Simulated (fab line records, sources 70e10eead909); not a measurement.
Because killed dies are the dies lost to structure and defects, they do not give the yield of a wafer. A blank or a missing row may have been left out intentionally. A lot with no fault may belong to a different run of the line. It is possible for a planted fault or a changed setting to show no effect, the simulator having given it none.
What tool caused it? | flow nand harc | 11 lots, 33 wafers sampled, at 7 steps of a route of 1159

## WHAT THE GAUGES READ, wafer by wafer
NHARC_A_SLIT_INSPECT_11. Usual: 22 for raw defect count, sd 9.6.
lot  | measured     | on                | raw defect count | flag
L267 | day 14 06:19 | defect inspect-01 | 17 23 18         |
L269 | day 14 19:06 | defect inspect-02 | 12 13 5          |
L271 | day 15 13:40 | defect inspect-02 | 8 10 9           |
L272 | day 15 13:54 | defect inspect-02 | 7 14 15          |
L278 | day 17 14:11 | defect inspect-01 | 479 421 460      | OFF
L282 | day 18 13:55 | defect inspect-02 | 440 429 448      | OFF
L283 | day 18 15:31 | defect inspect-02 | 12 9 11          |
L285 | day 18 22:38 | defect inspect-02 | 37 24 32         |
L286 | day 19 12:18 | defect inspect-02 | 32 44 27         |
L289 | day 19 12:09 | defect inspect-01 | 34 36 26         |
L288 | day 19 16:27 | defect inspect-01 | 17 15 19         |

NHARC_A_SIN_REMOVE_INSPECT_04. Usual: 328 for raw defect count, sd 99.
lot  | measured     | on                | raw defect count | flag
L267 | day 14 17:08 | defect inspect-02 | 206 271 443      |
L269 | day 15 06:19 | defect inspect-01 | 228 290 290      |
L271 | day 16 00:49 | defect inspect-01 | 278 505 443      |
L272 | day 16 00:49 | defect inspect-02 | 290 290 331      |
L278 | day 18 02:46 | defect inspect-01 | 731 615 703      | OFF
L282 | day 19 01:13 | defect inspect-02 | 922 952 955      | OFF
L283 | day 19 01:14 | defect inspect-02 | 147 333 148      |
L285 | day 19 09:51 | defect inspect-02 | 252 207 211      |
L286 | day 20 07:44 | defect inspect-01 | 296 235 320      |
L289 | day 20 07:42 | defect inspect-02 | 209 271 255      |
L288 | day 20 07:43 | defect inspect-02 | 255 354 384      |

NHARC_END_SORT_01. Usual: killed at array 27, standard deviation 11; killed at other 0.6, standard deviation 0.89; killed at periphery 3.0, standard deviation 2.4; killed dies 31, standard deviation 12; killed open 3.2, standard deviation 1.6; killed short 2.0, standard deviation 1.5.
lot  | measured     | on        | killed at array | killed at other | killed at periphery | killed dies | killed open | killed short | flag
L278 | day 22 20:36 | prober-01 | 80 88 71        | 0 0 1           | 3 5 2               | 83 93 74    | 2 2 2       | 2 3 3        | OFF
L282 | day 23 20:28 | prober-01 | 118 101 88      | 0 0 0           | 6 6 0               | 124 107 88  | 3 5 1       | 4 4 3        | OFF

## TOOL THAT RAN EACH LOT (tool first, then ch and the chambers of the sampled wafers, then the start)
lot  | NHARC_A_SGD_CUT_STRIP_17                      | NHARC_A_SGD_CUT_CMP_21        | NHARC_A_SLIT_DEP_00           | NHARC_A_SLIT_ETCH_26
L267 | rie diel-11 ch 1,2, day 13 21:30              | cmp-04 ch 1,2,3, day 14 02:05 | acl dep-01 ch 0, day 14 04:10 | har etch-02 ch 0,1, day 14 10:03
L269 | rie diel-11 ch 1,2,3, day 14 15:12 or earlier | cmp-04 ch 0,2,3, day 14 15:12 | acl dep-01 ch 0, day 14 16:18 | har etch-01 ch 0,1, day 14 21:26
L271 | rie diel-11 ch 0,1,3, day 15 09:50 or earlier | cmp-02 ch 0,2,3, day 15 09:50 | acl dep-01 ch 0, day 15 10:55 | har etch-01 ch 0,1, day 15 15:58
L272 | rie diel-07 ch 0,1,3, day 15 09:49 or earlier | cmp-01 ch 1,2, day 15 09:49   | acl dep-03 ch 0, day 15 11:04 | har etch-01 ch 0,1, day 15 17:39
L278 | rie diel-11 ch 0,1,3, day 17 09:59 or earlier | cmp-01 ch 0,2, day 17 09:59   | acl dep-01 ch 0, day 17 11:20 | har etch-01 ch 0,1, day 17 19:44
L282 | rie diel-11 ch 2,3, day 18 10:05 or earlier   | cmp-04 ch 1,2, day 18 10:05   | acl dep-01 ch 0, day 18 11:34 | har etch-02 ch 0,1, day 18 16:24
L283 | rie diel-10 ch 0,1,3, day 18 10:05 or earlier | cmp-02 ch 0,3, day 18 10:05   | acl dep-03 ch 0, day 18 12:50 | har etch-01 ch 0,1, day 18 17:50
L285 | rie diel-11 ch 1,3, day 18 18:46 or earlier   | cmp-04 ch 0,1,3, day 18 18:46 | acl dep-02 ch 0, day 18 19:50 | har etch-01 ch 1, day 19 00:58
L286 | rie diel-11 ch 2,3, day 19 08:14 or earlier   | cmp-02 ch 1,2,3, day 19 08:14 | acl dep-02 ch 0, day 19 09:43 | har etch-02 ch 0,1, day 19 16:59
L289 | rie diel-10 ch 0,2,3, day 19 08:14 or earlier | cmp-01 ch 0,2, day 19 08:14   | acl dep-03 ch 0, day 19 09:21 | har etch-01 ch 0,1, day 19 16:46
L288 | rie diel-11 ch 0,1, day 19 12:19 or earlier   | cmp-02 ch 0,1,3, day 19 12:19 | acl dep-03 ch 0, day 19 14:19 | har etch-01 ch 0,1, day 19 18:50
- NHARC_A_SGD_CUT_STRIP_17: strips in O2.
- NHARC_A_SGD_CUT_CMP_21: polishes, target thk 148.19 nm.
- NHARC_A_SLIT_DEP_00: deposits aC, target thk 3200 nm.
- NHARC_A_SLIT_ETCH_26: etches the open film in C4F8/O2/Ar, time 90 s, target depth 400 nm.

## AS READ BY THE TOOLS THEMSELVES (means over the sampled wafers that have a number; for cases with no such wafer, the mark the record gives instead)
NHARC_A_SGD_CUT_STRIP_17. Usual: drypump motor current A 5.7 A, standard deviation 0.45; mfc ar sccm 0.007 sccm, standard deviation 0.0073; oes product au 0.998 a.u., standard deviation 0.0092; rf vpp V 57.7 V, standard deviation 0.88; showerhead plenum p Torr 3.54 Torr, standard deviation 0.14; throttle valve pct 17.035 %, standard deviation 0.0093.
lot  | tool        | drypump motor current A (A) | mfc ar sccm (sccm) | oes product au (a.u.) | rf vpp V (V) | showerhead plenum p Torr (Torr) | throttle valve pct (%) | flag
L267 | rie diel-11 | 5.7                         | 0.008              | 0.993                 | 57.5         | 3.58                            | 17.029                 |
L269 | rie diel-11 | 5.8                         | 0.006              | 1.000                 | 58.2         | 3.59                            | 17.033                 |
L271 | rie diel-11 | 6.0                         | 0.013              | 0.989                 | 57.2         | 3.49                            | 17.037                 |
L272 | rie diel-07 | 5.5                         | 0.005              | 1.001                 | 57.9         | 3.54                            | 17.048                 |
L278 | rie diel-11 | 6.0                         | 0.013              | 0.989                 | 57.4         | 3.49                            | 17.041                 |
L282 | rie diel-11 | 5.8                         | 0.002              | 0.992                 | 57.3         | 3.61                            | 17.045                 |
L283 | rie diel-10 | 5.4                         | 0.002              | 1.004                 | 58.4         | 3.64                            | 17.036                 |
L285 | rie diel-11 | 5.8                         | 0.008              | 0.990                 | 58.5         | 3.57                            | 17.034                 |
L286 | rie diel-11 | 5.8                         | 0.002              | 0.988                 | 57.6         | 3.61                            | 17.044                 |
L289 | rie diel-10 | 5.4                         | 0.005              | 0.999                 | 57.9         | 3.52                            | 17.030                 |
L288 | rie diel-11 | 6.0                         | 0.015              | 0.992                 | 57.0         | 3.48                            | 17.032                 |

NHARC_A_SGD_CUT_CMP_21. Usual: motor current A 11.8 A, standard deviation 0.92; time to endpoint s 49.7 s, standard deviation 2.7.
lot  | tool   | motor current A (A) | time to endpoint s (s) | flag
L267 | cmp-04 | 11.1                | 50.8                   |
L269 | cmp-04 | 12.1                | 52.4                   |
L271 | cmp-02 | 11.8                | 49.2                   |
L272 | cmp-01 | 12.2                | 50.6                   |
L278 | cmp-01 | 11.5                | 48.8                   |
L282 | cmp-04 | 11.8                | 52.0                   |
L283 | cmp-02 | 11.8                | 48.8                   |
L285 | cmp-04 | 11.4                | 52.0                   |
L286 | cmp-02 | 11.2                | 48.4                   |
L289 | cmp-01 | 11.7                | 47.3                   |
L288 | cmp-02 | 11.5                | 47.7                   |

NHARC_A_SLIT_DEP_00. Usual: 35.000 % for throttle valve pct, sd 0.0091.
lot  | tool       | throttle valve pct (%) | flag
L267 | acl dep-01 | 34.999                 |
L269 | acl dep-01 | 34.996                 |
L271 | acl dep-01 | 35.000                 |
L272 | acl dep-03 | 35.001                 |
L278 | acl dep-01 | 34.994                 |
L282 | acl dep-01 | 35.002                 |
L283 | acl dep-03 | 35.001                 |
L285 | acl dep-02 | 34.989                 |
L286 | acl dep-02 | 34.995                 |
L289 | acl dep-03 | 34.997                 |
L288 | acl dep-03 | 34.998                 |

NHARC_A_SLIT_ETCH_26. Usual: drypump motor current A 5.7 A, standard deviation 0.63; he backside leak sccm 6.0 sccm, standard deviation 0.87; mfc ar sccm 375.0 sccm, standard deviation 1.2; showerhead plenum p Torr 3.76 Torr, standard deviation 0.085; throttle valve pct 27.621 %, standard deviation 0.0086.
lot  | tool        | drypump motor current A (A) | he backside leak sccm (sccm) | mfc ar sccm (sccm) | showerhead plenum p Torr (Torr) | throttle valve pct (%) | flag
L267 | har etch-02 | 5.2                         | 6.6                          | 375.7              | 3.85                            | 27.612                 |
L269 | har etch-01 | 5.9                         | 5.1                          | 376.2              | 3.70                            | 27.623                 |
L271 | har etch-01 | 6.4                         | 5.1                          | 374.6              | 3.75                            | 27.622                 |
L272 | har etch-01 | 5.9                         | 5.0                          | 375.5              | 3.69                            | 27.624                 |
L278 | har etch-01 | 6.4                         | 5.1                          | 375.5              | 3.74                            | 27.615                 |
L282 | har etch-02 | 5.4                         | 7.0                          | 374.8              | 3.79                            | 27.627                 |
L283 | har etch-01 | 6.4                         | 5.2                          | 374.2              | 3.73                            | 27.620                 |
L285 | har etch-01 | 5.5                         | 5.1                          | 375.5              | 3.62                            | 27.615                 |
L286 | har etch-02 | 5.2                         | 6.6                          | 373.8              | 3.81                            | 27.624                 |
L289 | har etch-01 | 5.9                         | 5.3                          | 374.0              | 3.67                            | 27.617                 |
L288 | har etch-01 | 5.9                         | 5.2                          | 374.1              | 3.67                            | 27.616                 |

## THE ANSWER, worked out from the rows above alone
Rule: take the mean of a lot's wafers that have a number; if it is more than 3 standard deviations from the usual mean, the lot is off. A lot without any number at a reading at which 4 lots or more have one is off too. All remaining lots with rows at the step are treated as sound. The gauges are gone through in route order, then the tools' own readings, and for those a lot's mean is taken as printed above. The first step at which some lot is off is used, and at that step the reading that is off furthest; a lot without a number counts as furthest.
Off at NHARC_A_SLIT_INSPECT_11 (raw defect count): L278, L282.
If a tool, at a process step before that reading, ran all the lots that are off and no sound lot after the first of them, it fits. The gauges at NHARC_A_SLIT_INSPECT_11 aren't tried: what is off there is off at NHARC_END_SORT_01 too, on other tools, and a gauge's error can't cause that. NHARC_A_SGD_CUT_STRIP_17 gives no start for some lots, so the hours and the order of its lots are those of NHARC_A_SGD_CUT_CMP_21. One candidate fits, namely acl dep-01 at NHARC_A_SLIT_DEP_00. A fault onset in the window from L271 (day 15 10:55, its last sound lot) to L278 (day 17 11:20, its first lot off) fits.

## WHAT THE SIMULATOR HAD INSERTED
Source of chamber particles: acl dep-01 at NHARC_A_SLIT_DEP_00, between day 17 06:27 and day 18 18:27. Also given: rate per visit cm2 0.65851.
Struck lots among those shown: L278, L282. This agrees with what the rule above found.
